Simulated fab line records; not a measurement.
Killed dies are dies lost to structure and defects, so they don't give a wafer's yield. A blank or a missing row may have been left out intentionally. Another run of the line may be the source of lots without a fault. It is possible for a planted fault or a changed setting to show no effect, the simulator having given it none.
fab line records -- flow n5-finfet
[record] lots = 5, wafers = 15, last-day = 17
route steps=1938 shown BEOL_M7@1269
lots untouched by any fault: they come from a run of this same line in which no faults occurred
start-h: hours from the record's first day to the start of the lot's first wafer shown -- wait-h: how many hours have passed since the lot's step before this one -- " unchanged from the row above -- L1.1+2: a single row standing in for several wafers -- - no value, or no start was given -- * or withheld: withheld -- < > ~ a bound
route shown NAME@n: names a module that has steps shown in the file, with the first one's number in the route -- usual: mean and standard deviation over wafers with no fault -- same: alike in all rows -- chamber/n: place in a boat -- sites: per-site readings -- _std_site: the values' standard deviation -- _edge_site: the outer-site mean with the inner-site mean subtracted -- radius-mm: for every site, how far away it sits from the centre of the wafer -- mask NAME#n: copy n -- behind: the tool/chamber that last shaped the wafer -- hold: why the lot went on hold/how many hours it stayed there/how the hold came to an end -- device: transistor that didn't switch, given as n, p or np -- end of line: the same wafers' tests at the end of the route -- a step with no rows: only its recipe -- killed: dies that structure and defects cost at the first sort, which is not the same as the wafer's yield -- map: dies across one wafer; x = killed, . = not, _ = none there
set.NAME: the setting as run; set.NAME@STEP: as run at that earlier step -- model.NAME: the simulator's own value behind a step, which no gauge read
lots at some steps of the route; a table a step, a row a wafer
services: when a tool's chamber went out of use (start-h, in hours from the record's first day, below 0 if earlier), for how many hours, and the reason
[[steps]]
[step N5_BEOL_M7_COAT_60]
[recipe] resist = SiARC, temp-c = 220, time-s = 60, spin-rpm = 1500, resist-thk-nm = 35
[step N5_BEOL_M7_COAT_05]
[recipe] resist = CAR-ArF, spin-rpm = 1500, resist-thk-nm = 90
[step N5_BEOL_M7_EBR_07]
[recipe] solvent = PGMEA, ebr-width-mm = 1.5
[step N5_BEOL_M7_SOFTBAKE_06]
[recipe] temp-c = 110, time-s = 60, resist = CAR-ArF
[step N5_BEOL_M7_EXPOSE_08]
[recipe] mask-id = M7, na = 1.35, source-shape = dipole, sigma-inner = 0.817, sigma-outer = 0.97, polarization = te, dose-mj = 68.25
[step N5_BEOL_M7_PEB_09]
[recipe] peb-temp-c = withheld, peb-time-s = 60, resist = CAR-ArF
[step N5_BEOL_M7_DEVELOP_10]
[recipe] develop-time-s = 30, developer = TMAH, resist = CAR-ArF, rinse-liquid = diw, dry = air-spin, dev-temp-c = 23
[step N5_BEOL_M7_CD_MEAS_11]
[recipe] target-cd-nm = 38.5, landing-energy-ev = 500, detector = se-inlens, polarity = opening
[usual] cd-nm = 38.7/0.6
lot.wafer,tool,chamber,start-h,wait-h,cd-nm
L372.3,cd-sem-02,0,201.42,-,38.5
L372.4,cd-sem-02,0,201.42,-,37.7
L372.6,cd-sem-02,0,201.42,-,38.0
L376.1,cd-sem-03,0,230.64,-,38.7
L376.4,cd-sem-03,0,230.64,-,39.1
L376.5,cd-sem-03,0,230.64,-,38.9
L381.4,cd-sem-02,0,275.30,-,38.3
L381.5,cd-sem-02,0,275.30,-,39.1
L381.6,cd-sem-02,0,275.30,-,39.3
L390.3,cd-sem-01,0,313.32,-,39.2
L390.5,cd-sem-01,0,313.32,-,39.2
L390.6,cd-sem-01,0,313.32,-,39.1
L393.2,cd-sem-01,0,333.33,-,38.9
L393.3,cd-sem-01,0,333.33,-,38.9
L393.5,cd-sem-01,0,333.33,-,39.2
[step N5_BEOL_M7_OVL_MEAS_12]
[recipe] points-per-wafer = 44
[usual] M7_OVL = 0.2/0.69
lot.wafer,tool,chamber,start-h,wait-h,M7_OVL[nm]
L372.3,overlay-02,0,201.44,0.0,0.2
L372.4,overlay-02,0,201.44,0.0,1.4
L372.6,overlay-02,0,201.44,0.0,-0.7
L376.1,overlay-01,0,230.67,0.0,2.1
L376.4,overlay-01,0,230.67,0.0,1.8
L376.5,overlay-01,0,230.67,0.0,0.9
L381.4,overlay-02,0,275.33,0.0,0.4
L381.5,overlay-02,0,275.33,0.0,0.3
L381.6,overlay-02,0,275.33,0.0,0.0
L390.3,overlay-02,0,313.35,0.0,-0.6
L390.5,overlay-02,0,313.35,0.0,-1.1
L390.6,overlay-02,0,313.35,0.0,-1.1
L393.2,overlay-01,0,333.36,0.0,0.6
L393.3,overlay-01,0,333.36,0.0,0.9
L393.5,overlay-01,0,333.36,0.0,1.4
[step N5_BEOL_M7_INSPECT_13]
[recipe] mode = adi, inspect-instrument = brightfield
[usual] raw-defect-count = 396/81
lot.wafer,tool,chamber,start-h,wait-h,raw-defect-count
L372.3,defect-inspect-02,-,201.47,0.0,559
L372.4,defect-inspect-02,-,201.47,0.0,356
L372.6,defect-inspect-02,-,201.47,0.0,297
L376.1,defect-inspect-02,-,230.70,0.0,501
L376.4,defect-inspect-02,-,230.70,0.0,511
L376.5,defect-inspect-02,-,230.70,0.0,383
L381.4,defect-inspect-02,-,275.35,0.0,385
L381.5,defect-inspect-02,-,275.35,0.0,430
L381.6,defect-inspect-02,-,275.35,0.0,316
L390.3,defect-inspect-02,-,313.38,0.0,227
L390.5,defect-inspect-02,-,313.38,0.0,271
L390.6,defect-inspect-02,-,313.38,0.0,240
L393.2,defect-inspect-01,-,333.39,0.0,625
L393.3,defect-inspect-01,-,333.39,0.0,343
L393.5,defect-inspect-01,-,333.39,0.0,336
[step N5_BEOL_M7_DESCUM_16]
[recipe] chemistry = O2, time-s = 7.9, source-power-w = 50, bias-power-w = 20, pressure-mtorr = 20, rf-frequency-hz = 2.712e+07, temp-c = 40, resist = CAR-ArF, o2-flow-sccm = 225
[usual] drypump-motor-current-A = 5.8/0.4, oes-product-au = 0.80/0.064, rf-vpp-V = 243.4/1.5, showerhead-plenum-p-Torr = 2.11/0.078, temp-c = 39.99/0.12, throttle-valve-pct = 20.39/0.2
[same] time-s = 7.9
lot.wafer,tool,chamber,start-h,wait-h,drypump-motor-current-A,oes-product-au,rf-hours-counter-h,rf-vpp-V,showerhead-plenum-p-Torr,temp-c,throttle-valve-pct
L372.3,rie-diel-04,2,201.66,0.2,5.6,0.91,19,244.3,2.22,40.02,20.04
L372.4,rie-diel-04,3,201.66,0.2,5.7,0.96,4,246.8,2.25,40.07,20.37
L372.6,rie-diel-04,2,201.66,0.2,5.6,0.90,-,245.5,2.22,39.94,20.04
L376.1,rie-diel-05,1,230.83,0.1,6.1,0.77,124,241.6,2.02,39.83,20.56
L376.4,rie-diel-05,3,230.83,0.1,6.2,0.71,238,243.1,2.13,39.80,20.37
L376.5,rie-diel-05,0,230.83,0.1,5.9,0.91,-,243.1,2.15,39.84,20.47
L381.4,rie-diel-05,3,275.48,0.1,6.2,0.70,250,242.7,2.13,39.96,20.39
L381.5,rie-diel-05,1,275.48,0.1,6.1,0.76,-,241.5,2.02,40.00,20.58
L381.6,rie-diel-05,0,275.48,0.1,5.9,0.89,-,244.5,2.15,39.86,20.49
L390.3,rie-diel-04,1,313.46,0.1,5.8,0.81,91,245.0,2.20,39.98,20.52
L390.5,rie-diel-04,0,313.46,0.1,5.1,0.73,-,241.9,2.07,39.87,20.38
L390.6,rie-diel-04,1,313.46,0.1,5.8,0.81,-,243.9,2.20,39.78,20.53
L393.2,rie-diel-04,2,333.48,0.1,5.6,0.85,52,245.6,2.21,40.02,20.09
L393.3,rie-diel-04,0,333.48,0.1,5.1,0.72,202,244.2,2.07,40.00,20.39
L393.5,rie-diel-04,2,333.48,0.1,5.6,0.85,-,244.0,2.21,40.12,20.10
[step N5_BEOL_M7_ETCH_61]
[recipe] chemistry = CF4, target = SiARC, target-depth-a = 455, mask-material = CAR-ArF, time-s = 75.8, ion-energy-ev = 80, pressure-mtorr = 40, source-w = 545, bias-w = 36, Ar_flow_sccm = 100, cf4-flow-sccm = 100, ends = cleared
[usual] drypump-motor-current-A = 5.8/0.41, etch-rf-on-time-s = 75.7/1.7, oes-product-au = 0.68/0.052, rf-vpp-V = 184.4/1.4, showerhead-plenum-p-Torr = 2.16/0.07, throttle-valve-pct = 15.57/0.16
lot.wafer,tool,chamber,start-h,wait-h,drypump-motor-current-A,etch-rf-on-time-s,oes-product-au,rf-hours-counter-h,rf-vpp-V,showerhead-plenum-p-Torr,throttle-valve-pct
L372.3,rie-diel-04,2,201.69,0.0,5.6,73.8,0.77,19,186.3,2.28,15.28
L372.4,rie-diel-04,3,201.69,0.0,5.7,73.0,0.83,4,185.7,2.28,15.33
L372.6,rie-diel-04,2,201.69,0.0,5.5,74.2,0.77,-,186.2,2.28,15.29
L376.1,rie-diel-05,1,230.87,0.0,6.2,75.9,0.66,124,183.4,2.08,15.75
L376.4,rie-diel-05,3,230.87,0.0,6.2,74.6,0.61,238,185.3,2.20,15.76
L376.5,rie-diel-05,0,230.87,0.0,5.9,78.9,0.75,-,185.1,2.19,15.48
L381.4,rie-diel-05,3,275.52,0.0,6.2,74.5,0.59,250,186.3,2.19,15.77
L381.5,rie-diel-05,1,275.52,0.0,6.1,75.7,0.65,-,181.8,2.08,15.76
L381.6,rie-diel-05,0,275.52,0.0,5.9,79.1,0.73,-,184.8,2.18,15.52
L390.3,rie-diel-04,1,313.50,0.0,5.8,73.8,0.70,91,185.4,2.25,15.68
L390.5,rie-diel-04,0,313.50,0.0,5.1,73.8,0.63,-,183.9,2.12,15.63
L390.6,rie-diel-04,1,313.50,0.0,5.8,73.5,0.70,-,185.1,2.25,15.67
L393.2,rie-diel-04,2,333.51,0.0,5.6,75.6,0.72,53,186.1,2.27,15.36
L393.3,rie-diel-04,0,333.51,0.0,5.1,73.7,0.63,202,184.5,2.12,15.60
L393.5,rie-diel-04,2,333.51,0.0,5.6,75.6,0.72,-,188.1,2.27,15.36
[step N5_BEOL_M7_ETCH_62]
[recipe] chemistry = N2/H2, target = SOC, target-depth-a = 1100, overetch-a = 220, mask-material = SiARC, temp-c = 40, time-s = 165, ion-energy-ev = 200, pressure-mtorr = 30, source-w = 840, bias-w = 150, n2-flow-sccm = 200, h2-flow-sccm = 200
[usual] drypump-motor-current-A = 5.8/0.4, oes-product-au = 0.68/0.051, rf-vpp-V = 524.3/2.7, showerhead-plenum-p-Torr = 2.56/0.091, temp-c = 39.99/0.11, throttle-valve-pct = 17.74/0.2
[same] time-s = 165
lot.wafer,tool,chamber,start-h,wait-h,drypump-motor-current-A,oes-product-au,rf-hours-counter-h,rf-vpp-V,showerhead-plenum-p-Torr,temp-c,throttle-valve-pct,model.SiARC_of_BEOL_M7_COAT_60.thk-nm,model.BEOL_M7.cd-offset-nm
L372.3,rie-diel-04,2,201.75,0.0,5.6,0.76,19,527.3,2.70,39.96,17.34,28,-0.2
L372.4,rie-diel-04,3,201.75,0.0,5.7,0.79,4,528.1,2.70,39.84,17.48,28,-1
L372.6,rie-diel-04,2,201.75,0.0,5.6,0.75,-,528.4,2.70,40.04,17.34,28.2,0.2
L376.1,rie-diel-05,1,230.92,0.0,6.1,0.66,124,520.6,2.44,39.91,17.83,28.2,0
L376.4,rie-diel-05,3,230.92,0.0,6.2,0.60,238,526.2,2.61,39.95,17.93,28.4,0.6
L376.5,rie-diel-05,0,230.92,0.0,5.9,0.76,-,524.8,2.60,39.96,17.83,28.4,0.4
L381.4,rie-diel-05,3,275.58,0.0,6.2,0.59,250,525.7,2.60,40.06,17.95,25.4,1.4
L381.5,rie-diel-05,1,275.58,0.0,6.1,0.65,-,519.8,2.44,40.17,17.87,25,2
L381.6,rie-diel-05,0,275.58,0.0,5.9,0.75,-,525.5,2.59,40.03,17.85,28.6,0.2
L390.3,rie-diel-04,1,313.55,0.0,5.8,0.68,91,528.6,2.68,40.00,17.87,28.4,0.6
L390.5,rie-diel-04,0,313.55,0.0,5.1,0.61,-,524.1,2.50,39.76,17.67,28.4,0.6
L390.6,rie-diel-04,1,313.55,0.0,5.8,0.68,-,526.5,2.68,40.13,17.88,28.2,0.6
L393.2,rie-diel-04,2,333.57,0.0,5.5,0.71,53,527.2,2.68,40.15,17.39,28.2,-0.2
L393.3,rie-diel-04,0,333.57,0.0,5.1,0.60,202,524.0,2.50,39.94,17.68,28.4,0.4
L393.5,rie-diel-04,2,333.57,0.0,5.6,0.71,-,528.4,2.68,39.99,17.39,28.4,0.2
[step N5_BEOL_M7_STRIP_68]
[recipe] chemistry = N2/H2, temp-c = 40, n2-flow-sccm = 200, h2-flow-sccm = 200, rf-frequency-hz = 6e+07
[step N5_BEOL_M7_STRIP_67]
[recipe] chemistry = CF4, resist = SiARC, power-w = 300, bias-power-w = 75, pressure-mtorr = 50, cf4-flow-sccm = 150, rf-frequency-hz = 6e+07
[usual] drypump-motor-current-A = 5.8/0.4, oes-product-au = 0.80/0.06, rf-vpp-V = 271.3/1.6, showerhead-plenum-p-Torr = 1.81/0.061, throttle-valve-pct = 13.54/0.17
lot.wafer,tool,chamber,start-h,wait-h,drypump-motor-current-A,oes-product-au,rf-hours-counter-h,rf-vpp-V,showerhead-plenum-p-Torr,throttle-valve-pct
L372.3,rie-diel-04,2,201.89,0.0,5.6,0.88,19,272.3,1.91,13.26
L372.4,rie-diel-04,3,201.89,0.0,5.7,0.94,4,273.9,1.91,13.27
L372.6,rie-diel-04,2,201.89,0.0,5.6,0.89,-,274.3,1.91,13.26
L376.1,rie-diel-05,1,231.07,0.0,6.1,0.77,124,271.8,1.74,13.70
L376.4,rie-diel-05,3,231.07,0.0,6.2,0.70,238,272.3,1.85,13.83
L376.5,rie-diel-05,0,231.07,0.0,5.9,0.90,-,270.9,1.84,13.43
L381.4,rie-diel-05,3,275.72,0.0,6.2,0.70,250,274.2,1.85,13.84
L381.5,rie-diel-05,1,275.72,0.0,6.1,0.76,-,269.0,1.74,13.74
L381.6,rie-diel-05,0,275.72,0.0,5.9,0.89,-,270.7,1.83,13.48
L390.3,rie-diel-04,1,313.70,0.0,5.9,0.81,91,272.0,1.90,13.67
L390.5,rie-diel-04,0,313.70,0.0,5.1,0.72,-,270.4,1.77,13.60
L390.6,rie-diel-04,1,313.70,0.0,5.9,0.81,-,272.0,1.90,13.66
L393.2,rie-diel-04,2,333.71,0.0,5.6,0.83,53,274.9,1.90,13.32
L393.3,rie-diel-04,0,333.71,0.0,5.1,0.72,202,272.1,1.77,13.62
L393.5,rie-diel-04,2,333.71,0.0,5.6,0.84,-,270.4,1.90,13.33
[step N5_BEOL_M7_HM_OPEN_17]
[recipe] chemistry = Cl2/BCl3, target-depth-a = 200, overetch-a = 60, target = TiN, mask-material = SOC, ion-energy-ev = 150, pressure-mtorr = 10, icp-w = 1000, bias-w = 126, Cl2_flow_sccm = 53.25, bcl3-flow-sccm = 21.75, Ar_flow_sccm = 25
[usual] drypump-motor-current-A = 5.8/0.31, he-backside-leak-sccm = 3.5/0.46, oes-product-au = 0.70/0.11, throttle-valve-pct = 22.0/0.32
lot.wafer,tool,chamber,start-h,wait-h,drypump-motor-current-A,he-backside-leak-sccm,oes-product-au,rf-hours-counter-h,throttle-valve-pct,model.BEOL_M7.cd-offset-nm
L372.3,rie-metal-02,0,202.00,0.1,5.8,3.4,0.78,-,21.5,-0.2
L372.4,rie-metal-02,0,202.00,0.1,5.9,3.5,0.79,-,21.4,-1
L372.6,rie-metal-02,0,202.00,0.1,5.9,3.6,0.78,-,21.4,0.2
L376.1,rie-metal-02,0,231.11,0.0,5.9,3.4,0.77,15,21.5,0.2
L376.4,rie-metal-02,0,231.11,0.0,5.9,3.4,0.76,-,21.5,0.6
L376.5,rie-metal-02,0,231.11,0.0,5.9,3.4,0.76,-,21.5,0.4
L381.4,rie-metal-03,0,275.79,0.1,5.6,3.8,0.55,-,22.1,1.4
L381.5,rie-metal-03,1,275.79,0.1,5.6,3.4,0.55,-,22.2,2.2
L381.6,rie-metal-03,0,275.79,0.1,5.6,4.0,0.55,-,22.1,0.4
L390.3,rie-metal-01,0,313.77,0.1,6.6,3.1,0.76,-,21.9,0.8
L390.5,rie-metal-01,0,313.77,0.1,6.5,3.0,0.75,-,21.9,0.8
L390.6,rie-metal-01,1,313.77,0.1,5.5,3.4,0.73,-,22.5,0.8
L393.2,rie-metal-03,0,333.76,0.0,5.6,3.8,0.55,118,22.1,0
L393.3,rie-metal-03,0,333.76,0.0,5.6,3.7,0.54,-,22.1,0.4
L393.5,rie-metal-03,0,333.76,0.0,5.6,3.6,0.54,-,22.1,0.4
[step N5_BEOL_M7_STRIP_19]
[recipe] chemistry = O2, power-w = 400, temp-c = 40, pressure-mtorr = 30, rf-frequency-hz = 6e+07, bias-power-w = 0, overash-fraction = 0.2, o2-flow-sccm = 225
[usual] drypump-motor-current-A = 5.7/0.39, oes-product-au = 0.81/0.067, rf-vpp-V = 3.6/0.61, showerhead-plenum-p-Torr = 2.14/0.083, temp-c = 40.02/0.12, throttle-valve-pct = 16.60/0.19
lot.wafer,tool,chamber,start-h,wait-h,drypump-motor-current-A,oes-product-au,rf-hours-counter-h,rf-vpp-V,showerhead-plenum-p-Torr,temp-c,throttle-valve-pct
L372.3,rie-diel-04,0,202.16,0.1,5.1,0.75,165,4.3,2.09,39.90,16.59
L372.4,rie-diel-04,2,202.16,0.1,5.6,0.89,19,3.6,2.23,40.08,16.29
L372.6,rie-diel-04,3,202.16,0.1,5.7,0.95,-,4.2,2.26,39.98,16.51
L376.1,rie-diel-01,1,231.32,0.2,6.3,0.82,80,2.3,2.02,40.01,16.31
L376.4,rie-diel-01,3,231.32,0.2,6.0,0.76,-,3.3,2.09,40.16,16.61
L376.5,rie-diel-01,2,231.32,0.2,5.1,0.79,-,3.5,2.04,40.38,16.81
L381.4,rie-diel-05,0,275.99,0.2,5.9,0.90,37,2.2,2.15,39.88,16.67
L381.5,rie-diel-05,2,275.99,0.2,5.3,0.77,-,3.9,2.11,40.11,16.92
L381.6,rie-diel-05,3,275.99,0.2,6.2,0.70,-,3.6,2.13,39.85,16.71
L390.3,rie-diel-01,0,313.95,0.1,6.1,0.71,225,4.2,2.16,39.99,16.74
L390.5,rie-diel-01,0,313.95,0.1,6.2,0.71,-,3.4,2.16,39.86,16.71
L390.6,rie-diel-01,3,313.95,0.1,6.0,0.75,-,3.3,2.08,40.00,16.65
L393.2,rie-diel-04,3,333.88,0.1,5.7,0.87,46,2.8,2.24,40.06,16.60
L393.3,rie-diel-04,2,333.88,0.1,5.6,0.86,53,3.5,2.21,39.91,16.36
L393.5,rie-diel-04,2,333.88,0.1,5.6,0.86,-,4.4,2.21,40.08,16.35
[step N5_BEOL_M7_CD_MEAS_18]
[recipe] pitch-nm = 80, target-cd-nm = 40
[usual] cd-nm = 40.3/0.63
lot.wafer,tool,chamber,start-h,wait-h,cd-nm
L372.3,cd-sem-02,-,202.24,0.1,39.9
L372.4,cd-sem-02,-,202.24,0.1,38.9
L372.6,cd-sem-02,-,202.24,0.1,40.1
L376.1,cd-sem-03,-,231.39,0.0,40.2
L376.4,cd-sem-03,-,231.39,0.0,40.8
L376.5,cd-sem-03,-,231.39,0.0,40.2
L381.4,cd-sem-03,-,276.07,0.1,41.5
L381.5,cd-sem-03,-,276.07,0.1,42.5
L381.6,cd-sem-03,-,276.07,0.1,40.4
L390.3,cd-sem-01,-,314.03,0.1,41.1
L390.5,cd-sem-01,-,314.03,0.1,40.9
L390.6,cd-sem-01,-,314.03,0.1,40.7
L393.2,cd-sem-02,-,333.95,0.1,40.2
L393.3,cd-sem-02,-,333.95,0.1,40.2
L393.5,cd-sem-02,-,333.95,0.1,40.6
[step N5_BEOL_M7_COAT_63]
[recipe] resist = SOC, temp-c = 250, time-s = 60, spin-rpm = 1500, resist-thk-nm = 60
[[services]]
tool,chamber,start-h,hours,kind
rie-metal-01,-,179.17,2.1,repair
rie-metal-02,1,196.55,-,clean
rie-metal-02,1,196.55,16.0,scheduled-down
rie-metal-02,1,196.55,16.0,vent-cycle
rie-diel-04,0,202.29,6.5,repair
rie-diel-05,2,205.97,1.6,repair
rie-metal-01,0,216.25,-,clean
rie-metal-01,0,216.25,18.0,scheduled-down
rie-metal-01,0,216.25,18.0,vent-cycle
rie-diel-05,-,216.89,0.8,repair
rie-diel-04,2,233.69,4.1,repair
rie-metal-02,-,243.73,5.6,repair
rie-diel-04,2,252.40,19.3,repair
rie-diel-05,3,276.30,-,clean
rie-diel-05,3,276.30,-,consumable-replace:focus-ring
rie-diel-05,3,276.30,31.9,scheduled-down
rie-diel-05,3,276.30,31.9,vent-cycle
rie-metal-03,1,303.09,-,clean
rie-metal-03,1,303.09,27.4,scheduled-down
rie-metal-03,1,303.09,27.4,vent-cycle
rie-metal-01,1,308.47,4.1,repair
rie-diel-01,2,332.04,7.0,repair
[[key]]
[first-sign] step = N5_BEOL_M7_CD_MEAS_18, reading = cd-nm, direction = up, sigmas = 2.8, usual = 40.3, struck = 42.0
effect none on later readings
[model-effect] step = N5_BEOL_M7_ETCH_62, value = SiARC_of_BEOL_M7_COAT_60.thk-nm, without = 28.3, struck = 25.2
[model-effect] step = N5_BEOL_M7_HM_OPEN_17, value = BEOL_M7.cd-offset-nm, without = 0.2, struck = 1.8
met-at N5_BEOL_M7_ETCH_62
struck-wafers L381.4,L381.5
onset-between 230.92 275.58
[fault] kind = process-parameter-drift, tool = rie-diel-05, chamber = -, onset-h = 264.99, steps = N5_BEOL_M7_ETCH_62, channel = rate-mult, offset = 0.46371, shape = step, end-h = 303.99, scope = struck-wafers-only
